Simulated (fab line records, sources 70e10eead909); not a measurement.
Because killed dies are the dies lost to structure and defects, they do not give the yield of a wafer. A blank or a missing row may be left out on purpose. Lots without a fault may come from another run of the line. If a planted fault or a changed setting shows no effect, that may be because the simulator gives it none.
Which of the tools did it?	flow nandHarc	12 lots with 36 wafers sampled at 3 steps, on a route of 1302 steps

== WHAT THE GAUGES SHOWED, per wafer ==
NHARC_A_CONTACT_CD_MEAS_53.
lot	measured	on	cdNm (nm)
L076	day 21 23:50	cdSem-03	289.0 289.7 289.3
L077	day 22 13:05	cdSem-01	290.2 290.0 290.0
L079	day 23 04:32	cdSem-01	290.3 289.5 289.1
L083	day 24 16:58	cdSem-03	289.1 289.1 289.0
L085	day 25 06:04	cdSem-03	289.4 289.2 289.0
L084	day 25 09:26	cdSem-03	289.2 289.3 288.9
L087	day 27 17:04	cdSem-03	289.8 289.6 289.8
L088	day 28 03:34	cdSem-02	290.2 290.7 290.2
L093	day 28 16:13	cdSem-03	289.2 288.7 289.1
L092	day 29 15:18	cdSem-03	290.5 290.6 290.8
L095	day 30 04:26	cdSem-02	290.2 290.6 289.7
L096	day 32 15:29	cdSem-02	289.9 290.3 290.3

== WHAT TOOL EACH LOT RAN ON (gives the tool, then ch and the chambers of the sampled wafers, and finally the start) ==
lot	NHARC_A_CONTACT_ETCH_113	NHARC_A_CONTACT_ETCH_115
L076	harCapEtch-03 ch 0,1, day 21 20:56	harCapEtch-03 ch 0,1, day 21 21:16
L077	harCapEtch-03 ch 0,1, day 22 09:28	harCapEtch-03 ch 0,1, day 22 09:55
L079	harCapEtch-02 ch 0,1, day 23 01:28	harCapEtch-02 ch 0,1, day 23 01:48
L083	harCapEtch-03 ch 0,1, day 24 14:06	harCapEtch-03 ch 0,1, day 24 14:26
L085	harCapEtch-02 ch 0,1, day 25 03:11	harCapEtch-02 ch 0,1, day 25 03:32
L084	harCapEtch-03 ch 0,1, day 25 05:47	harCapEtch-03 ch 0,1, day 25 06:14
L087	harCapEtch-02 ch 0,1, day 27 13:19	harCapEtch-02 ch 0,1, day 27 13:47
L088	harCapEtch-01 ch 0,1, day 28 00:28	harCapEtch-01 ch 0,1, day 28 00:48
L093	harCapEtch-01 ch 1, day 28 13:21	harCapEtch-01 ch 1, day 28 13:41
L092	harCapEtch-01 ch 0,1, day 29 12:24	harCapEtch-01 ch 0,1, day 29 12:44
L095	harCapEtch-03 ch 0,1, day 30 01:34	harCapEtch-03 ch 0,1, day 30 01:55
L096	harCapEtch-03 ch 1, day 32 12:35	harCapEtch-03 ch 1, day 32 12:55
- NHARC_A_CONTACT_ETCH_113: etches the open film in C4F8/O2/Ar, time 190 s, target depth 1850 nm.
- NHARC_A_CONTACT_ETCH_115: etches the open film in C4F8/O2/Ar, time 190 s, target depth 1850 nm.

== THE ANSWER, worked out from the rows above alone ==
Rule: usual is defined by the lots themselves. The widest of any qualifying gaps counts: lots, ordered by their means at a reading, are off when they make up no more than a third of the lots, leave a main group of 4 or more, and stand apart from it by 3 or more times the standard deviation of that group's means. A main group is skipped when, at the precision printed for the reading in the tables above, its means are all equal. A lot without any number at a reading at which 4 lots or more have one is off too. The other lots that the step has rows for count as sound.
None of the lots is off at any reading shown; this tells nothing.

== WHAT THE SIMULATOR HAD INSERTED ==
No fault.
